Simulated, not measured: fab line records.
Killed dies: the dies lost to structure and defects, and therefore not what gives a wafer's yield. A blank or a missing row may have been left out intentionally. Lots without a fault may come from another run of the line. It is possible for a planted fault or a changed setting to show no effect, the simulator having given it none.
2 desks, one fault || flow nandHarc || numbers are kept per desk, each desk with only its own; the story behind them comes last

== THE METROLOGY DESK ==
What the gauges read for every lot (on any tool): the sampled wafers with a number, averaged. Any lot whose mean is over 4 standard deviations away from the usual mean is out of limits and marked OUT; that distance is given in the brackets.
Columns: A = cdNm at NHARC_A_CONTACT_CD_MEAS_69, usual 199.8 nm
{"lot": "L979", "first seen here": "day 16 13:37", "A": 200.3}
{"lot": "L977", "first seen here": "day 16 19:32", "A": 200.2}
{"lot": "L978", "first seen here": "day 16 21:03", "A": 200.4}
{"lot": "L980", "first seen here": "day 17 00:00", "A": 199.7}
{"lot": "L981", "first seen here": "day 17 02:58", "A": 201.1}
{"lot": "L982", "first seen here": "day 18 02:04", "A": 199.9}
{"lot": "L984", "first seen here": "day 18 04:31", "A": 199.2}
{"lot": "L989", "first seen here": "day 19 22:16", "A": 200.2}
{"lot": "L996", "first seen here": "day 21 06:46", "A": 199.4}
{"lot": "L998", "first seen here": "day 22 01:57", "A": 200.0}
{"lot": "L999", "first seen here": "day 22 06:13", "A": 200.2}
{"lot": "L997", "first seen here": "day 22 08:08", "A": 199.6}
This desk's finding: nothing out of limits on any of the 12 lots.

== THE TOOL OWNER'S DESK: rieDiel-05 ==
The tool's own readings at NHARC_A_CONTACT_ETCH_75 (etches the open film in CF4, target depth 39 nm, time 65 s): means of the sampled wafers that have a number, for each lot that ran on this tool. Any lot whose mean is over 4 standard deviations away from the usual mean is out of limits and marked OUT; that distance is given in the brackets.
Columns: A = drypumpMotorCurrentA at NHARC_A_CONTACT_ETCH_75, usual 5.8 A; B = mfcArSccm at NHARC_A_CONTACT_ETCH_75, usual 0.006 sccm; C = oesProductAu at NHARC_A_CONTACT_ETCH_75, usual 0.997 a.u.; D = rfVppV at NHARC_A_CONTACT_ETCH_75, usual 150.6 V; E = runLengthS at NHARC_A_CONTACT_ETCH_75, usual 86.0 s; F = showerheadPlenumPTorr at NHARC_A_CONTACT_ETCH_75, usual 1.72 Torr; G = throttleValvePct at NHARC_A_CONTACT_ETCH_75, usual 13.284 %
{"lot": "L979", "first seen here": "day 16 14:28", "A": 5.7, "B": 0.013, "C": 0.996, "D": 151.5, "E": 85.9, "F": 1.78, "G": 13.285}
{"lot": "L978", "first seen here": "day 16 21:19", "A": 5.7, "B": 0.001, "C": 0.995, "D": 150.6, "E": 85.8, "F": 1.67, "G": 13.282}
{"lot": "L980", "first seen here": "day 17 00:17", "A": 5.8, "B": 0.008, "C": 0.996, "D": 151.0, "E": 85.8, "F": 1.73, "G": 13.298}
{"lot": "L982", "first seen here": "day 18 02:31", "A": 6.1, "B": 0.001, "C": 1.003, "D": 149.3, "E": 86.4, "F": 1.67, "G": 13.284}
{"lot": "L984", "first seen here": "day 18 04:47", "A": 6.1, "B": 0.008, "C": 0.997, "D": 150.6, "E": 85.9, "F": 1.72, "G": 13.284}
{"lot": "L989", "first seen here": "day 19 22:32", "A": 5.9, "B": 0.001, "C": 1.002, "D": 149.1, "E": "81.0 (-8.8) OUT", "F": 1.67, "G": 13.279}
This desk's finding: out of limits on L989; first on L989, day 19 22:32 (runLengthS at NHARC_A_CONTACT_ETCH_75). Within limits: L979, L978, L980, L982, L984.

== BROUGHT TOGETHER ==
The tool owner's desk could have raised an alarm at day 19 22:32, on L989.
Nothing out of limits was seen by the metrology desk.
The metrology desk has L989 on record, within its limits.
On rieDiel-05, each named lot ran NHARC_A_CONTACT_ETCH_75.

== WHAT THE SIMULATOR PUT IN ==
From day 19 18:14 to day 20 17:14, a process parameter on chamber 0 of rieDiel-05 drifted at NHARC_A_CONTACT_ETCH_75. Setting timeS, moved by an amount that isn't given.
Shown lots that were struck: L989.
How many hours passed from the start of the fault until each desk's first out-of-limits reading: the tool owner's desk, 4.
